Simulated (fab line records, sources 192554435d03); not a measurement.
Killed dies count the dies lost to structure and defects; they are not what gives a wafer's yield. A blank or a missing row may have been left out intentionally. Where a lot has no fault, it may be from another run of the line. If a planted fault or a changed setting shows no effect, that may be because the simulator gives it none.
Comparing a struck lot with a sound one ; flow n5Finfet ; 35 out of 1938 route steps
Sound: the wafers L623.1, L623.4, L623.6. The struck wafers were L628.2, L628.3, L628.4. The cause is given at the end.
For every step that has rows: the tool of each side, followed by ch and its chambers, followed by its first start. Under that, the readings that differ: sound wafers ; struck wafers ; difference of the means ; sigmas: that difference in standard deviations of wafers without a fault.
alike: a reading whose means differ by less than 2 such deviations, as well as words and numbers matching on both sides. not compared: withheld readings; readings where some wafer has no value; bounds like >300 that might hide an equal value; numbers whose values overlap and for which the record gives no deviation.
The two part at a step that has a row with sigmas, a row that says differs or no value, or rows on one side only. When numbers do not overlap yet have no deviation, they are printed without sigmas and do not part them. Lack of a reading on every wafer of one side parts them only where that side has two or more wafers.

first, 9 steps without rows for these wafers: N5_BEOL_M6_SOFTBAKE_06 (time 60 s); N5_BEOL_M6_EXPOSE_08 (exposes mask M6); N5_BEOL_M6_PEB_09 (peb time 60 s); N5_BEOL_M6_DEVELOP_10 (develop time 30 s); N5_BEOL_M6_DESCUM_16 (chemistry O2, time 7.9 s); N5_BEOL_M6_ETCH_61 (etches SiARC in CF4, target depth 45.5 nm, time 75.8 s); N5_BEOL_M6_ETCH_62 (etches SOC in N2/H2, target depth 110 nm, overetch 22 nm, time 165 s); N5_BEOL_M6_STRIP_68 (strips in N2/H2); N5_BEOL_M6_STRIP_67 (strips in CF4).
N5_BEOL_M6_HM_OPEN_17: chemistry Cl2/BCl3, target TiN, target depth 20 nm, overetch 6 nm.
  sound on rieMetal-02 ch 0,1, day 8 17:59; struck on rieMetal-03 ch 0,1, day 10 21:41
reading;sound;struck;difference;sigmas
drypumpMotorCurrentA (A);5.2 6.4 6.4;4.7 4.7 4.8;-1.3;-2
  alike: oesProductAu, throttleValvePct
  not compared: rfHoursCounterH
then, 24 steps without rows for these wafers: N5_BEOL_M6_STRIP_19 (strips in O2); N5_BEOL_M6_COAT_63 (time 60 s, resist thk 60 nm); N5_BEOL_M6_COAT_64 (time 60 s, resist thk 12 nm); N5_BEOL_M6_COAT_71 (time 60 s, resist thk 5 nm); N5_BEOL_M6_COAT_22 (resist thk 30 nm); N5_BEOL_M6_EBR_24; N5_BEOL_M6_SOFTBAKE_23 (time 60 s); N5_BEOL_M6_EXPOSE_25 (exposes mask V5, target cd 40 nm); N5_BEOL_M6_PEB_26 (peb time 60 s); N5_BEOL_M6_DEVELOP_27 (develop time 30 s); N5_BEOL_M6_DESCUM_33 (chemistry O2, time 7 s); N5_BEOL_M6_ETCH_72 (etches underlayer in N2/H2, target depth 6.5 nm, time 5.2 s); N5_BEOL_M6_ETCH_65 (etches SiARC in CF4, target depth 15.6 nm, time 26 s); N5_BEOL_M6_ETCH_66 (etches SOC in N2/H2, target depth 80 nm, overetch 16 nm, time 120 s); N5_BEOL_M6_STRIP_69 (strips in N2/H2); N5_BEOL_M6_STRIP_73 (strips in N2/H2); N5_BEOL_M6_VIA_ETCH_34 (etches SiCOH lowk in C4F6/O2, target depth 126.3 nm, time 50.9 s); N5_BEOL_M6_STRIP_76 (strips in C4F6/O2); N5_BEOL_M6_STRIP_36 (strips in N2/H2); N5_BEOL_M6_TRENCH_ETCH_37 (etches SiCOH lowk in C4F6/O2, target depth 94.435 nm, time 31.5 s); N5_BEOL_M6_ETCH_41 (etches SiCN in CH3F/O2, target depth 29.7 nm, time 52 s); N5_BEOL_M6_STRIP_80 (strips in N2/H2, time 10 s); N5_BEOL_M6_HM_STRIP_39 (strips TiN in peroxide tin strip, target depth 25 nm, time 158 s); N5_BEOL_M6_SRD_40 (time 30 s).
-- record jumps: 4 days separate the struck wafers' starts on either side; left off in module BEOL_M6, taken up again in module PASSIVATION, whose first shown step is the route's number 1936 --
N5_PASSIVATION_PROBE_49:
  sound on prober-01, day 12 06:15; struck on prober-02, day 14 15:40
reading;sound;struck;difference;sigmas
defectLimitedYield (%);91.9 90.4 92.0;85.3 82.5 83.5;-7.7;-6
killed_at_M4_up;5 7 9;92 91 103;+88;+17
killedDies;95 113 94;174 207 195;+91;+6
killedOnRim;10 10 5;23 29 13;+13;+4
sort_bin_5_function (%);5.0 5.8 5.0;9.9 11.4 10.8;+5.4;+6
sortNPass;1085 1067 1086;1006 973 985;-91;-6
sortYieldPct (%);91.9 90.4 92.0;85.3 82.5 83.5;-7.7;-6
  alike: killed_at_M0_to_M3, killedAtContacts, killedAtFrontEnd, killedAtOther, killedOpen, killedShort, sort_bin_6_memory

== WHERE THEY PART ==
At N5_BEOL_M6_HM_OPEN_17 first; at N5_PASSIVATION_PROBE_49 last (within this record only).

WHY: what had been put in by the simulator
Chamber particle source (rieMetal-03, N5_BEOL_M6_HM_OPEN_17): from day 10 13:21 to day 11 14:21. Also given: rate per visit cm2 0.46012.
